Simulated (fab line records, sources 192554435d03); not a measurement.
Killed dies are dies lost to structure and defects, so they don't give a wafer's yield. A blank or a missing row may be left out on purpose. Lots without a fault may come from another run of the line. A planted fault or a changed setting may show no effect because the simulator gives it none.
One fault seen from 3 desks | flow n5_finfet | each desk has only its own numbers; what lay behind them comes last

THE METROLOGY DESK
What the gauges read, lot by lot, whatever tool the lot ran on: means of the sampled wafers that have a number. A lot is out of limits, marked OUT, if its mean lies more than 4 standard deviations from the usual mean; the brackets give that distance.
Columns: A = cd_nm at N5_BEOL_M6_CD_MEAS_28, usual 39.88 nm; B = V5_OVL at N5_BEOL_M6_OVL_MEAS_29, usual -0.1 nm
lot  | first seen here | A     | B
L184 | day 9 10:22     | 39.97 | 0.5
L190 | day 11 12:40    | 39.92 | 0.5
L193 | day 12 07:59    | 39.68 | 0.8
L196 | day 12 14:29    | 39.77 | -1.0
L200 | day 13 14:20    | 40.16 | 0.6
L203 | day 14 17:01    | 40.00 | -0.4
This desk's finding: nothing out of limits on any of the 6 lots.

THE TOOL OWNER'S DESK: rie_diel-01
The tool's own readings at N5_BEOL_M6_VIA_ETCH_34 (etches SiCOH lowk in C4F6/O2, target depth 126.3 nm, time 50.9 s): means of the sampled wafers that have a number, for each lot that ran on this tool. A lot is out of limits, marked OUT, if its mean lies more than 4 standard deviations from the usual mean; the brackets give that distance.
Columns: A = drypump_motor_current_A at N5_BEOL_M6_VIA_ETCH_34, usual 5.6 A; B = oes_product_au at N5_BEOL_M6_VIA_ETCH_34, usual 0.82 a.u.; C = rf_vpp_V at N5_BEOL_M6_VIA_ETCH_34, usual 667 V; D = showerhead_plenum_p_Torr at N5_BEOL_M6_VIA_ETCH_34, usual 2.91 Torr; E = throttle_valve_pct at N5_BEOL_M6_VIA_ETCH_34, usual 20.93 %
lot  | first seen here | A   | B    | C   | D    | E
L190 | day 11 12:58    | 5.8 | 0.85 | 663 | 2.94 | 20.91
L200 | day 13 15:48    | 5.5 | 1.09 | 646 | 2.96 | 21.02
L203 | day 14 17:32    | 5.3 | 1.02 | 641 | 2.91 | 21.01
This desk's finding: nothing out of limits on any of the 3 lots.

THE DEFECT DESK
What the inspections along the route counted, lot by lot: means of the sampled wafers that have a number. A lot is out of limits, marked OUT, if its mean lies more than 4 standard deviations from the usual mean; the brackets give that distance.
Columns: A = raw_defect_count at N5_BEOL_M6_INSPECT_30, usual 417
lot  | first seen here | A
L184 | day 9 10:28     | 363
L190 | day 11 12:45    | 385
L193 | day 12 08:05    | 355
L196 | day 12 14:35    | 731
L200 | day 13 14:25    | 523
L203 | day 14 17:06    | 495
This desk's finding: nothing out of limits on any of the 6 lots.

PUT TOGETHER
The metrology desk saw nothing out of limits.
The tool owner's desk saw nothing out of limits.
The defect desk saw nothing out of limits.

WHAT THE SIMULATOR HAD PUT IN
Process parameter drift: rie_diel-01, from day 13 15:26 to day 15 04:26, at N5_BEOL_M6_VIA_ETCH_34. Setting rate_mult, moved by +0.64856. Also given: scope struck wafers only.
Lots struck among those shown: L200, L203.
